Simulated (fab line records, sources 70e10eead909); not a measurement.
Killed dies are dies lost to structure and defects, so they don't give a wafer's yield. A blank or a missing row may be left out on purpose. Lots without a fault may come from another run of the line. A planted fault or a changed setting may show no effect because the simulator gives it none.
A struck lot beside a sound one | flow nand_harc | 14 steps out of a route of 1302
Sound: wafers L768.1, L768.3, L768.6. Struck: wafers L776.1, L776.3. (L776.4 of the same lot was not struck and is left out.) The cause comes at the end.
At each step with rows: each side's tool, then ch and its chambers, then its first start. Under that, the readings that differ: sound wafers | struck wafers | difference of the means | sigmas: that difference in standard deviations of wafers without a fault.
alike: readings whose means differ by less than 2 such deviations, and words and numbers that are the same on both sides. not compared: withheld readings, readings that some wafer has no value for, bounds like >300 that may hide the same value, and numbers for which the record gives no deviation and whose values overlap.
The two part at a step that has a row with sigmas, a row that says differs or no value, or rows on one side only. Numbers that don't overlap but have no deviation are shown without sigmas and don't part them. A reading that every wafer of one side lacks parts them only if that side has two wafers or more.

first, 8 steps without rows for these wafers: NHARC_THIN_TSV_DEHYDRATE_25 (time 120 s); NHARC_THIN_TSV_HMDS_26 (time 30 s); NHARC_THIN_TSV_COAT_27; NHARC_THIN_TSV_SOFTBAKE_28 (time 95 s); NHARC_THIN_TSV_EBR_29; NHARC_THIN_TSV_EXPOSE_30 (exposes mask PAD); NHARC_THIN_TSV_PEB_31 (peb time 85 s); NHARC_THIN_TSV_DEVELOP_32 (time 70 s).
NHARC_THIN_TSV_CD_MEAS_33: target cd 5000 nm.
  sound on cd_sem-03 ch 0, day 24 21:35; struck on cd_sem-01 ch 0, day 28 13:01
  alike: cd_nm
then, 1 step without rows for these wafers: NHARC_THIN_TSV_HARDBAKE_34 (time 80 s).
NHARC_THIN_TSV_DESCUM_35: chemistry O2, time 3 s.
  sound on rie_diel-07 ch 2,3, day 24 21:44; struck on rie_diel-05 ch 0,2, day 28 13:11
  alike: drypump_motor_current_A, oes_product_au, rf_vpp_V, showerhead_plenum_p_Torr, throttle_valve_pct
  not compared: rf_hours_counter_h
NHARC_THIN_TSV_ETCH_59: etches the open film in Cl2/BCl3, target depth 880 nm, time 138.1 s.
  sound on rie_metal-01 ch 1, day 24 21:52; struck on rie_metal-01 ch 1, day 28 13:22
  alike: drypump_motor_current_A, he_backside_leak_sccm, oes_product_au, run_length_s, throttle_valve_pct
  not compared: rf_hours_counter_h
NHARC_THIN_TSV_ETCH_36: etches the open film in Cl2/BCl3, target depth 65 nm, time 18.571 s.
  sound on rie_metal-01 ch 1, day 24 22:07; struck on rie_metal-01 ch 0, day 28 13:36
  reading          | sound          | struck    | difference | sigmas
  run_length_s (s) | 40.2 40.7 40.1 | 34.8 34.8 | -5.5       | -13
  alike: drypump_motor_current_A, he_backside_leak_sccm, oes_product_au
  not compared: rf_hours_counter_h
NHARC_THIN_TSV_STRIP_56: strips in O2.
  sound on plasma_asher-02 ch 0,1, day 24 22:13; struck on plasma_asher-01 ch 1, day 28 13:41
  alike: drypump_motor_current_A, heater_power_w
  not compared: rf_hours_counter_h

WHERE THEY PART
Only at NHARC_THIN_TSV_ETCH_36, within this record. Later steps at which nothing parts them and some readings are alike: NHARC_THIN_TSV_STRIP_56.

WHY: what the simulator had put in
Process parameter drift: rie_metal-01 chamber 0, from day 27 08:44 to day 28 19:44, at NHARC_THIN_TSV_ETCH_36. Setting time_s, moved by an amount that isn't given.
